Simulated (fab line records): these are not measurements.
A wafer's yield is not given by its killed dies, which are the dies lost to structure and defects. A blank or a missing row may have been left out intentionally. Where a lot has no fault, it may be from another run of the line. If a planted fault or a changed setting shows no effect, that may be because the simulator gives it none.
fab line records	flow n5Finfet
[record] lots = 7	wafers = 21	lastDay = 17
route steps=1938 shown BEOL_M8@1379 PASSIVATION@1936
lots that met no fault: taken from a fault-free run of the same line
startH: the number of hours between the record's first day and the start of the first shown wafer of the lot	waitH: time in hours since the lot's previous step	" the same as in the row above	L1.1+2: one row covering several wafers at once	- no value present, or no start provided	* or withheld: withheld	< > ~ a bound
route shown NAME@n: names a module that has steps shown in the file, with the first one's number in the route	usual: average and standard deviation across the fault-free wafers	same: alike in all rows	chamber/n: place in a boat	sites: each site's reading	_std_site: the values' standard deviation	_edge_site: mean of outer sites minus mean of inner sites	radiusMm: how far each site lies from the wafer's centre	mask NAME#n: copy n	behind: tool/chamber where the wafer was last shaped	hold: cause of the lot's hold/its duration in hours/its outcome	device: the transistor (n, p or np) that didn't switch	end of line: the route-end tests of the same wafers	a step without rows: its recipe alone	killed: dies that structure and defects cost at the first sort, which is not the same as the wafer's yield	map: a wafer's dies, marking killed ones x, the rest . and places with no die _
set.NAME: the setting the step ran with; set.NAME@STEP: the setting that earlier step ran with	model.NAME: the simulator's own value behind a step, which no gauge read
certain route steps with their lots: each step a table, each wafer a row
services: the hour from which a tool's chamber was out of use, counted from the record's first day as startH (under 0 if before that day), plus the number of hours and why
[[steps]]
[step N5_BEOL_M8_STRIP_80]
[recipe] chemistry = N2/H2	timeS = 10	powerW = 450	tempC = 40	pressureMtorr = 20	rfFrequencyHz = 6e+07	biasPowerW = 7	n2FlowSccm = 200	h2FlowSccm = 200
[usual] chamberPressureMTorr = 19.998/0.022	drypumpMotorCurrentA = 5.6/0.39	h2FlowSccm = 200.0/0.58	oesProductAu = 0.80/0.093	rfVppV = 59.2/0.87	showerheadPlenumPTorr = 2.52/0.064	tempC = 39.99/0.12	throttleValvePct = 23.42/0.29
lot.wafer	tool	chamber	startH	waitH	chamberPressureMTorr	drypumpMotorCurrentA	h2FlowSccm	oesProductAu	rfHoursCounterH	rfVppV	showerheadPlenumPTorr	tempC	throttleValvePct
L243.1	rieDiel-04	2	-	-	20.012	5.5	200.3	0.82	82	59.0	2.44	39.95	22.87
L243.3	"	0	"	"	19.999	6.1	199.4	0.70	256	57.7	2.46	39.78	23.13
L243.5	"	0	"	"	20.019	6.1	200.3	0.69	-	59.3	2.46	39.82	23.12
L246.2	rieDiel-01	0	-	-	20.032	5.7	200.2	0.70	235	58.7	2.39	39.86	23.31
L246.3	"	3	"	"	19.982	5.3	199.9	0.69	208	61.0	2.61	40.05	23.52
L246.6	"	3	"	"	19.954	5.3	199.7	0.68	-	60.4	2.61	39.99	23.53
L247.2	rieDiel-01	2	-	-	20.019	5.9	200.5	0.88	35	58.7	2.49	40.17	23.45
L247.3	"	0	"	"	19.945	5.8	200.3	0.69	238	59.6	2.39	39.87	23.30
L247.6	"	3	"	"	20.003	5.3	198.8	0.68	-	58.7	2.61	39.97	23.52
L248.3	rieDiel-03	3	-	-	19.984	5.4	200.9	0.98	2	59.1	2.51	40.03	23.66
L248.4	"	0	"	"	20.037	6.4	199.7	0.69	217	57.4	2.50	40.13	23.47
L248.6	"	1	"	"	20.012	5.1	200.3	0.85	-	58.6	2.57	40.04	23.64
L249.1	rieDiel-03	3	-	-	19.988	5.4	200.5	0.94	9	58.8	2.50	40.22	23.68
L249.2	"	2	"	"	19.973	5.7	199.9	0.85	66	58.5	2.57	40.01	23.14
L249.6	"	2	"	"	19.999	5.6	199.5	0.85	-	61.0	2.57	39.93	23.13
L255.2	rieDiel-04	2	-	-	20.026	5.5	200.2	0.78	108	57.1	2.43	39.91	22.93
L255.4	"	3	"	"	20.001	4.9	199.8	0.73	201	59.2	2.44	39.84	23.81
L255.5	"	3	"	"	20.008	5.0	199.6	0.73	-	59.6	2.44	39.84	23.81
L257.1	rieDiel-01	1	-	-	20.023	5.8	200.7	0.80	113	59.3	2.55	40.09	23.08
L257.4	"	2	"	"	20.011	5.9	200.2	0.85	61	58.8	2.48	40.12	23.48
L257.6	"	0	"	"	19.963	5.8	199.7	0.95	-	60.3	2.70	39.92	23.14
[step N5_BEOL_M8_OCD_MEAS_38]
[usual] trenchDepthNm = 93.2/1.5
lot.wafer	tool	chamber	startH	waitH	trenchDepthNm
L243.1	ocd-02	-	244.23	-	95.3
L243.3	"	-	"	"	92.7
L243.5	"	-	"	"	93.1
L246.2	ocd-02	-	250.54	-	93.7
L246.3	"	-	"	"	93.4
L246.6	"	-	"	"	92.9
L247.2	ocd-02	-	258.86	-	92.0
L247.3	"	-	"	"	94.0
L247.6	"	-	"	"	92.3
L248.3	ocd-02	-	262.20	-	95.3
L248.4	"	-	"	"	91.1
L248.6	"	-	"	"	94.4
L249.1	ocd-02	-	285.61	-	95.9
L249.2	"	-	"	"	93.8
L249.6	"	-	"	"	94.5
L255.2	ocd-02	-	303.72	-	93.2
L255.4	"	-	"	"	89.8
L255.5	"	-	"	"	90.1
L257.1	ocd-02	-	326.92	-	95.5
L257.4	"	-	"	"	93.0
L257.6	"	-	"	"	95.8
[step N5_BEOL_M8_HM_STRIP_39]
[recipe] chemistry = peroxideTinStrip	material = TiN	targetDepthA = 250	tempC = 50	timeS = 158
[step N5_BEOL_M8_SRD_40]
[recipe] timeS = 30	tempC = 23	rinseLiquid = diw	dry = ipaMarangoni
[step N5_BEOL_M8_PRECLEAN_42]
[recipe] chemistry = residueRemover	timeS = 60	tempC = 40
[step N5_BEOL_M8_SRD_43]
[recipe] timeS = 30	tempC = 23	rinseLiquid = diw	dry = ipaMarangoni
[step N5_BEOL_M8_CD_MEAS_35]
[recipe] targetCdNm = 40	polarity = opening
[usual] cdNm = 39.9/0.93
lot.wafer	tool	chamber	startH	waitH	cdNm
L243.1	cdSem-01	-	244.38	0.0	39.2
L243.3	"	-	"	"	39.0
L243.5	"	-	"	"	40.5
L246.2	cdSem-02	-	250.70	0.0	38.9
L246.3	"	-	"	"	39.7
L246.6	"	-	"	"	38.5
L247.2	cdSem-02	-	259.01	0.0	39.3
L247.3	"	-	"	"	39.3
L247.6	"	-	"	"	38.7
L248.3	cdSem-02	-	262.35	0.0	39.3
L248.4	"	-	"	"	39.4
L248.6	"	-	"	"	40.4
L249.1	cdSem-03	-	285.76	0.0	41.1
L249.2	"	-	"	"	40.9
L249.6	"	-	"	"	39.6
L255.2	cdSem-03	-	303.87	0.0	39.0
L255.4	"	-	"	"	39.5
L255.5	"	-	"	"	39.1
L257.1	cdSem-01	-	327.07	0.0	41.2
L257.4	"	-	"	"	42.3
L257.6	"	-	"	"	40.9
[step N5_BEOL_M8_CURE_75]
[recipe] tempC = 370	timeS = 120	ambient = DMADMS/He	material = SiCOH_lowk
[usual] lampPowerPct = 52.31/0.051	wafer_temp_C_max = 371.7/0.5
lot.wafer	tool	chamber	startH	waitH	lampPowerPct	wafer_temp_C_max
L243.1	uvCure-03	1	244.42	0.0	52.39	371.2
L243.3	"	1	"	"	52.36	371.6
L243.5	"	1	"	"	52.28	372.7
L246.2	uvCure-03	1	250.92	0.2	52.36	372.1
L246.3	"	1	"	"	52.42	371.4
L246.6	"	1	"	"	52.29	371.4
L247.2	uvCure-03	2	259.10	0.1	52.27	371.6
L247.3	"	2	"	"	52.29	371.8
L247.6	"	2	"	"	52.31	372.2
L248.3	uvCure-03	0	262.49	0.1	52.43	371.6
L248.4	"	0	"	"	52.34	371.3
L248.6	"	0	"	"	52.31	371.6
L249.1	uvCure-01	0	285.99	0.2	52.29	371.3
L249.2	"	0	"	"	52.31	371.6
L249.6	"	0	"	"	52.46	371.3
L255.2	uvCure-03	2	303.96	0.1	52.33	372.7
L255.4	"	2	"	"	52.25	371.9
L255.5	"	2	"	"	52.36	372.5
L257.1	uvCure-03	0	327.11	0.0	52.30	371.5
L257.4	"	0	"	"	52.36	370.9
L257.6	"	0	"	"	52.25	371.0
[step N5_BEOL_M8_DEGAS_44]
[recipe] ambient = vacuum	tempC = 250	timeS = 60
[usual] heaterPowerW = 333/36
lot.wafer	tool	chamber	startH	waitH	heaterPowerW
L243.1	pvdSputter-03	-	244.82	0.4	333
L243.3	"	-	"	"	401
L243.5	"	-	"	"	336
L246.2	pvdSputter-03	-	251.19	0.2	411
L246.3	"	-	"	"	335
L246.6	"	-	"	"	328
L247.2	pvdSputter-03	-	259.40	0.3	376
L247.3	"	-	"	"	325
L247.6	"	-	"	"	406
L248.3	pvdSputter-03	-	263.16	0.6	373
L248.4	"	-	"	"	389
L248.6	"	-	"	"	411
L249.1	pvdSputter-02	-	286.62	0.6	279
L249.2	"	-	"	"	320
L249.6	"	-	"	"	320
L255.2	pvdSputter-01	-	304.69	0.7	294
L255.4	"	-	"	"	273
L255.5	"	-	"	"	369
L257.1	pvdSputter-01	-	327.58	0.4	282
L257.4	"	-	"	"	370
L257.6	"	-	"	"	296
[step N5_BEOL_M8_PRE_CLEAN_45]
[recipe] gas = H2/He	timeS = 30	tempC = 250
[usual] heaterPowerW = 334/36
lot.wafer	tool	chamber	startH	waitH	heaterPowerW
L243.1	pvdSputter-03	-	244.86	0.0	332
L243.3	"	-	"	"	409
L243.5	"	-	"	"	342
L246.2	pvdSputter-03	-	251.23	0.0	388
L246.3	"	-	"	"	327
L246.6	"	-	"	"	335
L247.2	pvdSputter-03	-	259.44	0.0	370
L247.3	"	-	"	"	335
L247.6	"	-	"	"	392
L248.3	pvdSputter-03	-	263.20	0.0	380
L248.4	"	-	"	"	394
L248.6	"	-	"	"	401
L249.1	pvdSputter-02	-	286.66	0.0	286
L249.2	"	-	"	"	330
L249.6	"	-	"	"	331
L255.2	pvdSputter-01	-	304.73	0.0	296
L255.4	"	-	"	"	277
L255.5	"	-	"	"	371
L257.1	pvdSputter-01	-	327.62	0.0	273
L257.4	"	-	"	"	368
L257.6	"	-	"	"	295
[step N5_BEOL_M8_ALD_77]
[recipe] material = TaN	targetThkA = 20	tempC = 275	aldPrecursorFamily = PDMAT	aldCoReactant = NH3	pressureTorr = 3	carrierFlowSccm = 1500	pulseTimeS = 2	purgeTimeS = 3	coReactantPurgeTimeS = 2	coReactantPulseTimeS = 3	aldCycles = 40	precursorVesselTempC = 75	precursorVesselPressureTorr = 26.25	precursorVesselCarrierSccm = 1000
[usual] heaterPowerW = 406/38
lot.wafer	tool	chamber	startH	waitH	heaterPowerW
L243.1	aldMetal-01	2	244.92	0.0	416
L243.3	"	3	"	"	391
L243.5	"	1	"	"	339
L246.2	aldMetal-03	0	251.29	0.0	393
L246.3	"	3	"	"	496
L246.6	"	2	"	"	394
L247.2	aldMetal-04	1	259.50	0.0	396
L247.3	"	3	"	"	379
L247.6	"	2	"	"	392
L248.3	aldMetal-04	3	263.27	0.0	389
L248.4	"	0	"	"	393
L248.6	"	0	"	"	395
L249.1	aldMetal-01	3	286.77	0.1	385
L249.2	"	2	"	"	425
L249.6	"	1	"	"	348
L255.2	aldMetal-01	1	304.81	0.1	345
L255.4	"	3	"	"	378
L255.5	"	3	"	"	387
L257.1	aldMetal-04	3	327.74	0.1	386
L257.4	"	1	"	"	394
L257.6	"	1	"	"	387
[step N5_BEOL_M8_SURFACE_TREAT_79]
[recipe] gas = Ar	timeS = *	ionEnergyEv = *	ionCurrentMaCm2 = 0.5	pressureMtorr = *	arFlowSccm = 30
[step N5_BEOL_M8_CVD_78]
[recipe] material = Co	targetThkA = 20	tempC = withheld	precursor = CCTBA/H2	pressureTorr = 30	timeS = 142.3
[usual] runLengthS = 165.2/0.41
lot.wafer	tool	chamber	startH	waitH	runLengthS
L243.1	cvdCo-01	0	245.28	0.0	164.8
L243.3	"	1	"	"	164.9
L243.5	"	0	"	"	164.8
L246.2	cvdCo-02	1	251.63	0.0	165.2
L246.3	"	2	"	"	165.0
L246.6	"	1	"	"	165.0
L247.2	cvdCo-02	0	260.02	0.1	165.4
L247.3	"	1	"	"	165.2
L247.6	"	0	"	"	82.7
L248.3	cvdCo-02	2	263.74	0.1	164.7
L248.4	"	2	"	"	83.2
L248.6	"	0	"	"	83.2
L249.1	cvdCo-02	1	287.18	0.1	166.1
L249.2	"	0	"	"	165.3
L249.6	"	1	"	"	83.1
L255.2	cvdCo-01	1	305.50	0.3	165.0
L255.4	"	1	"	"	165.3
L255.5	"	2	"	"	166.5
L257.1	cvdCo-01	1	328.20	0.0	164.9
L257.4	"	1	"	"	165.2
L257.6	"	2	"	"	165.7
[step N5_BEOL_M8_SPUTTER_48]
[recipe] material = Cu	targetThkA = 100	tempC = -20	biasV = 60	powerW = 26000	chamberPressurePa = 0.13	timeS = 1.667
[step N5_PASSIVATION_PROBE_49]
[usual] defectLimitedYield = 91.1/1.4	killed_at_M0_to_M3 = 36/9.9	killed_at_M4_up = 13/5.8	killedAtContacts = 14/5.9	killedAtFrontEnd = 39/11	killedAtOther = 3.4/2.9	killedDies = 105/17	killedOpen = 70/13	killedShort = 34/7.3	sort_bin_5_function = 5.3/1	sort_bin_6_memory = 3.3/0.62	sort_bin_8_speed = 0.01/0.057	sortNPass = 1075/17	sortYieldPct = 91.1/1.4
[same] grossDies = 1180	killedAtBackSide = 0	sort_bin_4_leakage[%] = 0
lot.wafer	tool	chamber	startH	waitH	defectLimitedYield[%]	killed_at_M0_to_M3	killed_at_M4_up	killedAtContacts	killedAtFrontEnd	killedAtOther	killedDies	killedOpen	killedShort	sort_bin_5_function[%]	sort_bin_6_memory[%]	sort_bin_8_speed[%]	sortNPass	sortYieldPct[%]
L247.2	prober-01	-	323.84	0.1	88.9	51	8	26	42	4	131	79	41	5.3	4.3	0	1049	88.9
// killed by level:class
L247.2 MOL_CONTACT_COAG:geometricParticle:open=18 BEOL_M1:geometricParticle:open=16 BEOL_M0_SAQP:geometricParticle:short=12 HKMG_FIN:areaEtch=11 MOL_CONTACT_COAG:geometricParticle:short=8 BEOL_M0_SAQP:geometricParticle:open=8 FIN_SAQP:geometricParticle:short=7 STI_FIN_REVEAL:geometricParticle:open=6
[[services]]
tool	chamber	startH	hours	kind
rieDiel-03	3	234.65	-	clean
rieDiel-03	3	234.65	-	consumableReplace:focusRing
rieDiel-03	3	234.65	20.9	scheduledDown
rieDiel-03	3	234.65	20.9	ventCycle
rieDiel-01	-	236.60	0.2	repair
uvCure-01	-	244.78	7.5	pm
rieDiel-04	0	251.90	-	clean
rieDiel-04	0	251.90	-	consumableReplace:focusRing
rieDiel-04	0	251.90	31.1	scheduledDown
rieDiel-04	0	251.90	31.1	ventCycle
cvdCo-01	-	265.04	2.8	pm
aldMetal-04	-	267.01	2.3	repair
aldMetal-03	0	286.75	26.8	repair
rieDiel-01	0	293.81	-	clean
rieDiel-01	0	293.81	-	consumableReplace:focusRing
rieDiel-01	0	293.81	-	consumableReplace:showerhead
rieDiel-01	0	293.81	15.5	scheduledDown
rieDiel-01	0	293.81	15.5	ventCycle
aldMetal-01	-	318.51	9.4	repair
aldMetal-03	0	320.35	28.1	repair
[[key]]
[firstSign] step = N5_BEOL_M8_CVD_78	reading = runLengthS	direction = down	sigmas = 99+	usual = *	struck = *
effect none on later readings
metAt N5_BEOL_M8_CVD_78
struckWafers L247.6,L248.4,L248.6,L249.6
[baselineLoss] step = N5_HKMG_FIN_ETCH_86	wafers = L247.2
onsetBetween 251.63 260.02
[fault] kind = processParameterDrift	tool = cvdCo-02	chamber = -	onsetH = 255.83	steps = N5_BEOL_M8_CVD_78	channel = timeS	offset = *	shape = step	endH = 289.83	scope = struckWafersOnly	actsIn = *	stated = *
// baselineLoss: these wafers lose ten dies or more at that step, a loss of the line's own and not of a fault; the sort's usual values leave them out
